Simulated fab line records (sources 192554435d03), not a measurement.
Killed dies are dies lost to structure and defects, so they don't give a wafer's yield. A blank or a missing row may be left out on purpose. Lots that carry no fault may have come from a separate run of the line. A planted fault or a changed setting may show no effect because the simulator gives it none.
Split-lot study / flow n5Finfet / 39 wafers read across 7 lots, on a route 1938 steps long

THE SPLIT ITSELF
At N5_ZERO_LAYER_DEVELOP_10 (develop time 60 s), the setting developTimeS was moved away from the recipe's 60 s on 15 of the 39 wafers read, by -54.2% to -29.2%. This setting was run at the recipe's value on the other wafers.

FROM THE SPLIT TO THE READING: what the file shows between them, 1 step
- N5_ZERO_LAYER_HARDBAKE_23: time 120 s

THE READING
Shown in nm: cdNm at N5_ZERO_LAYER_CD_MEAS_11, with target cd 2000 nm. On this fab line, fault-free wafers typically give 2001.0 nm with a standard deviation of 2.8 nm.

wafer=L074.1; tool, chamber at the split=lithoTrack-02, 0; developTimeS as run, s=60; against the recipe=recipe; cdNm, nm=2006.9; against lot-mates on the recipe=-
wafer=L074.2; tool, chamber at the split=lithoTrack-02, 0; developTimeS as run, s=60; against the recipe=recipe; cdNm, nm=2007.1; against lot-mates on the recipe=-
wafer=L074.3; tool, chamber at the split=lithoTrack-02, 0; developTimeS as run, s=27.49; against the recipe=-54.2%; cdNm, nm=1988.0; against lot-mates on the recipe=-18.4
wafer=L074.4; tool, chamber at the split=lithoTrack-02, 0; developTimeS as run, s=27.49; against the recipe=-54.2%; cdNm, nm=1983.4; against lot-mates on the recipe=-23.0
wafer=L074.5; tool, chamber at the split=lithoTrack-02, 0; developTimeS as run, s=60; against the recipe=recipe; cdNm, nm=2005.1; against lot-mates on the recipe=-
wafer=L074.6; tool, chamber at the split=lithoTrack-02, 0; developTimeS as run, s=27.49; against the recipe=-54.2%; cdNm, nm=1986.1; against lot-mates on the recipe=-20.3
wafer=L076.1; tool, chamber at the split=lithoTrack-02, 0; developTimeS as run, s=42.5; against the recipe=-29.2%; cdNm, nm=1998.6; against lot-mates on the recipe=-3.0
wafer=L076.2; tool, chamber at the split=lithoTrack-02, 0; developTimeS as run, s=42.5; against the recipe=-29.2%; cdNm, nm=1997.8; against lot-mates on the recipe=-3.8
wafer=L076.3; tool, chamber at the split=lithoTrack-02, 0; developTimeS as run, s=60; against the recipe=recipe; cdNm, nm=2003.9; against lot-mates on the recipe=-
wafer=L076.4; tool, chamber at the split=lithoTrack-02, 0; developTimeS as run, s=60; against the recipe=recipe; cdNm, nm=1997.9; against lot-mates on the recipe=-
wafer=L076.5; tool, chamber at the split=lithoTrack-02, 0; developTimeS as run, s=60; against the recipe=recipe; cdNm, nm=2003.0; against lot-mates on the recipe=-
wafer=L076.6; tool, chamber at the split=lithoTrack-02, 0; developTimeS as run, s=42.5; against the recipe=-29.2%; cdNm, nm=1992.3; against lot-mates on the recipe=-9.3
wafer=L077.1; tool, chamber at the split=lithoTrack-02, 0; developTimeS as run, s=60; against the recipe=recipe; cdNm, nm=2003.1; against lot-mates on the recipe=-
wafer=L077.4; tool, chamber at the split=lithoTrack-02, 0; developTimeS as run, s=60; against the recipe=recipe; cdNm, nm=2005.2; against lot-mates on the recipe=-
wafer=L077.6; tool, chamber at the split=lithoTrack-02, 0; developTimeS as run, s=60; against the recipe=recipe; cdNm, nm=2005.4; against lot-mates on the recipe=-
wafer=L080.1; tool, chamber at the split=lithoTrack-02, 0; developTimeS as run, s=30.15; against the recipe=-49.8%; cdNm, nm=1988.9; against lot-mates on the recipe=-11.4
wafer=L080.2; tool, chamber at the split=lithoTrack-02, 0; developTimeS as run, s=30.15; against the recipe=-49.8%; cdNm, nm=1987.9; against lot-mates on the recipe=-12.4
wafer=L080.3; tool, chamber at the split=lithoTrack-02, 0; developTimeS as run, s=60; against the recipe=recipe; cdNm, nm=2002.0; against lot-mates on the recipe=-
wafer=L080.4; tool, chamber at the split=lithoTrack-02, 0; developTimeS as run, s=60; against the recipe=recipe; cdNm, nm=1997.3; against lot-mates on the recipe=-
wafer=L080.5; tool, chamber at the split=lithoTrack-02, 0; developTimeS as run, s=60; against the recipe=recipe; cdNm, nm=2001.6; against lot-mates on the recipe=-
wafer=L080.6; tool, chamber at the split=lithoTrack-02, 0; developTimeS as run, s=30.15; against the recipe=-49.8%; cdNm, nm=1984.7; against lot-mates on the recipe=-15.6
wafer=L091.1; tool, chamber at the split=lithoTrack-05, 0; developTimeS as run, s=29.05; against the recipe=-51.6%; cdNm, nm=1989.3; against lot-mates on the recipe=-9.5
wafer=L091.2; tool, chamber at the split=lithoTrack-05, 0; developTimeS as run, s=60; against the recipe=recipe; cdNm, nm=1998.0; against lot-mates on the recipe=-
wafer=L091.3; tool, chamber at the split=lithoTrack-05, 0; developTimeS as run, s=60; against the recipe=recipe; cdNm, nm=1996.9; against lot-mates on the recipe=-
wafer=L091.4; tool, chamber at the split=lithoTrack-05, 0; developTimeS as run, s=29.05; against the recipe=-51.6%; cdNm, nm=1987.2; against lot-mates on the recipe=-11.6
wafer=L091.5; tool, chamber at the split=lithoTrack-05, 0; developTimeS as run, s=60; against the recipe=recipe; cdNm, nm=2001.6; against lot-mates on the recipe=-
wafer=L091.6; tool, chamber at the split=lithoTrack-05, 0; developTimeS as run, s=29.05; against the recipe=-51.6%; cdNm, nm=1982.1; against lot-mates on the recipe=-16.7
wafer=L092.1; tool, chamber at the split=lithoTrack-01, 0; developTimeS as run, s=60; against the recipe=recipe; cdNm, nm=1999.8; against lot-mates on the recipe=-
wafer=L092.2; tool, chamber at the split=lithoTrack-01, 0; developTimeS as run, s=60; against the recipe=recipe; cdNm, nm=1997.7; against lot-mates on the recipe=-
wafer=L092.3; tool, chamber at the split=lithoTrack-01, 0; developTimeS as run, s=60; against the recipe=recipe; cdNm, nm=1999.8; against lot-mates on the recipe=-
wafer=L092.4; tool, chamber at the split=lithoTrack-01, 0; developTimeS as run, s=60; against the recipe=recipe; cdNm, nm=2004.5; against lot-mates on the recipe=-
wafer=L092.5; tool, chamber at the split=lithoTrack-01, 0; developTimeS as run, s=60; against the recipe=recipe; cdNm, nm=2000.0; against lot-mates on the recipe=-
wafer=L092.6; tool, chamber at the split=lithoTrack-01, 0; developTimeS as run, s=60; against the recipe=recipe; cdNm, nm=1998.7; against lot-mates on the recipe=-
wafer=L096.1; tool, chamber at the split=lithoTrack-02, 0; developTimeS as run, s=60; against the recipe=recipe; cdNm, nm=2003.6; against lot-mates on the recipe=-
wafer=L096.2; tool, chamber at the split=lithoTrack-02, 0; developTimeS as run, s=38.58; against the recipe=-35.7%; cdNm, nm=1992.7; against lot-mates on the recipe=-9.4
wafer=L096.3; tool, chamber at the split=lithoTrack-02, 0; developTimeS as run, s=60; against the recipe=recipe; cdNm, nm=1997.4; against lot-mates on the recipe=-
wafer=L096.4; tool, chamber at the split=lithoTrack-02, 0; developTimeS as run, s=38.58; against the recipe=-35.7%; cdNm, nm=1992.7; against lot-mates on the recipe=-9.4
wafer=L096.5; tool, chamber at the split=lithoTrack-02, 0; developTimeS as run, s=38.58; against the recipe=-35.7%; cdNm, nm=1990.0; against lot-mates on the recipe=-12.1
wafer=L096.6; tool, chamber at the split=lithoTrack-02, 0; developTimeS as run, s=60; against the recipe=recipe; cdNm, nm=2005.2; against lot-mates on the recipe=-

FIT RESULTS
A straight line over all 39 wafers: cdNm changes by +0.288 nm for each +1% of developTimeS; r = +0.91; the points scatter about the line by 3.1 nm.
The same after taking each lot's own level away (the mean of its wafers on the recipe; 39 wafers): +0.293 nm for each +1%; r = +0.92; scatter 2.9 nm.
On that fit, the largest move of developTimeS shifts the reading by 16 nm.
From 1998.83 to 2006.37 nm: that is the span of the lots' own levels, equal to 2.7 times the standard deviation above.
The two slopes agree, so the slope changes little with the lot-to-lot level.
Check: for one of the wafers moved furthest among these (-54.2%), held out of the fit, the line's prediction against its lot-mates is -15.4 nm. Against them it came out at -18.4 nm.

THE WHOLE CHAIN: every reading that the file lists as answering this split, in the file's order
step=N5_ZERO_LAYER_CD_MEAS_11; what it does=target cd 2000 nm; reading=cdNm; change (the file's fit)=+0.288 nm for each +1% of the setting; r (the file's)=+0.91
step=N5_ZERO_LAYER_DESCUM_16; what it does=chemistry O2, time 7.9 s; reading=ZERO_LAYER.cdNm (the simulator's own value, which no gauge read); change (the file's fit)=+0.28 nm for each +1% of the setting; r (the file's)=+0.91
step=N5_ZERO_LAYER_ETCH_17; what it does=etches SiO2 in CF4, target depth 12 nm, time 13.3 s; reading=ZERO_LAYER.cdNm (the simulator's own value, which no gauge read); change (the file's fit)=+0.287 nm for each +1% of the setting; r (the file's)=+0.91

THE FILE'S OWN FIT
cdNm changes by +0.288 nm for each +1% of developTimeS, r = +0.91.
